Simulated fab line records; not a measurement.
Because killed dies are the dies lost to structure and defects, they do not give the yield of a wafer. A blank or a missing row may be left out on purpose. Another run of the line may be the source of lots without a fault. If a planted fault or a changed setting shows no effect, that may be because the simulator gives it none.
Comparing a struck lot with a sound one ; flow n5-finfet ; 16 out of 1938 route steps
Sound: wafers L328.1, L328.3, L328.5. Struck: wafer L339.4 (L339.5, L339.6, from the same lot, were not struck and are left out); the cause is given at the end.
At each step with rows: each side's tool, then ch and its chambers, then its first start. Under that, the readings that differ: sound wafers ; struck wafers ; difference of the means ; sigmas: that difference in standard deviations of wafers without a fault.
alike: readings whose means differ by less than 2 such deviations, and words and numbers that are the same on both sides. not compared: withheld readings, readings that some wafer has no value for, bounds like >300 that may hide the same value, and numbers for which the record gives no deviation and whose values overlap.
The two part at a step that has a row with sigmas, a row that says differs or no value, or rows on one side only. Numbers that don't overlap but have no deviation are shown without sigmas and don't part them. Lack of a reading on every wafer of one side parts them only where that side has two or more wafers.

N5_BEOL_M2_DESCUM_33: chemistry O2, time 7 s.
  sound on rie-diel-03 ch 2,3, day 7 09:56; struck on rie-diel-05 ch 1, day 9 17:41
  alike: drypump-motor-current-A, oes-product-au, rf-vpp-V, showerhead-plenum-p-Torr, throttle-valve-pct
  not compared: rf-hours-counter-h
then, 1 step without rows for these wafers: N5_BEOL_M2_ETCH_77 (etches underlayer in N2/H2, target depth 6.5 nm, time 5.2 s).
N5_BEOL_M2_ETCH_69: etches SiARC in CF4, target depth 15.6 nm, time 26 s.
  sound on rie-diel-03 ch 2,3, day 7 09:59; struck on rie-diel-05 ch 1, day 9 17:44
  alike: cf4-flow-sccm, drypump-motor-current-A, etch-rf-on-time-s, oes-product-au, rf-vpp-V, showerhead-plenum-p-Torr, throttle-valve-pct
  not compared: rf-hours-counter-h
then, 2 steps without rows for these wafers: N5_BEOL_M2_ALD_98 (deposits SiO2, target thk 2.5 nm, pulse time 1 s, co reactant pulse time 1 s); N5_BEOL_M2_ETCHBACK_99 (etches SiO2 in CHF3, target depth 5 nm, time 10.4 s).
N5_BEOL_M2_ETCH_70: etches SOC in N2/H2, target depth 80 nm, overetch 24 nm, time 130 s.
  sound on rie-diel-04 ch 0,1,3, day 7 21:46; struck on rie-diel-03 ch 0, day 10 16:16
  alike: drypump-motor-current-A, n2-flow-sccm, oes-product-au, rf-vpp-V, showerhead-plenum-p-Torr, throttle-valve-pct
  not compared: rf-hours-counter-h
then, 4 steps without rows for these wafers: N5_BEOL_M2_STRIP_71 (strips in N2/H2); N5_BEOL_M2_STRIP_78 (strips in N2/H2); N5_BEOL_M2_VIA_ETCH_34 (etches the open film in C4F6/O2, target depth 69.4 nm, time 65.9 s); N5_BEOL_M2_STRIP_83 (strips in C4F6/O2).
N5_BEOL_M2_STRIP_36: strips in N2/H2.
  sound on rie-diel-04 ch 0,1,3, day 7 21:56; struck on rie-diel-03 ch 0, day 10 16:26
  alike: drypump-motor-current-A, n2-flow-sccm, oes-product-au, rf-vpp-V, showerhead-plenum-p-Torr, throttle-valve-pct
  not compared: rf-hours-counter-h
N5_BEOL_M2_TRENCH_ETCH_37: etches SiOC in C4F6/O2, target depth 55.555 nm, time 29.2 s.
  sound: rie-diel-04 ch 0,1,3; struck: rie-diel-03 ch 0
  alike: drypump-motor-current-A, oes-product-au, rf-vpp-V, showerhead-plenum-p-Torr, throttle-valve-pct
  not compared: rf-hours-counter-h
N5_BEOL_M2_ETCH_41: etches SiCN in CH3F/O2, target depth 29.9 nm, time 52.5 s.
  sound on rie-diel-04 ch 0,1,3, day 7 22:01; struck on rie-diel-03 ch 0, day 10 16:31
reading;sound;struck;difference;sigmas
model.etch.depth-nm (nm);20.2 19.24 19.63;16.31;-3.38;
  alike: drypump-motor-current-A, oes-product-au, rf-vpp-V, showerhead-plenum-p-Torr, throttle-valve-pct
  not compared: rf-hours-counter-h
then, 1 step without rows for these wafers: N5_BEOL_M2_STRIP_97 (strips in N2/H2, time 10 s).
N5_BEOL_M4_RC_MEAS_101:
  sound on prober-01 ch 0, day 9 11:16; struck on prober-02 ch 0, day 12 13:23
reading;sound;struck;difference;sigmas
ION_P (uA/um);482 467 464;447;-24;-2
  alike: DIBL_N, DIBL_P, IOFF_N, IOFF_P, ION_N, SS_N, SS_P, VT_N, VT_P
-- here the record skips 4 days between the struck wafers' starts before and after, leaving off in module BEOL_M4 and picking up in module PASSIVATION (first step shown: number 1936 of the route) --
N5_PASSIVATION_PROBE_49:
  sound on prober-02 at day 13 16:11; struck on prober-02 at day 16 21:09
reading;sound;struck;difference;sigmas
killed-at-contacts;31 26 11;7;-16;-3
  alike: defect-limited-yield, killed_at_M0_to_M3, killed_at_M4_up, killed-at-front-end, killed-at-other, killed-dies, killed-open, killed-short, sort_bin_5_function, sort_bin_6_memory, sort_bin_8_speed, sort-n-pass, sort-yield-pct

== WHERE THEY PART ==
At N5_BEOL_M4_RC_MEAS_101 first; at N5_PASSIVATION_PROBE_49 last (within this record only).

WHY: the cause the simulator had injected
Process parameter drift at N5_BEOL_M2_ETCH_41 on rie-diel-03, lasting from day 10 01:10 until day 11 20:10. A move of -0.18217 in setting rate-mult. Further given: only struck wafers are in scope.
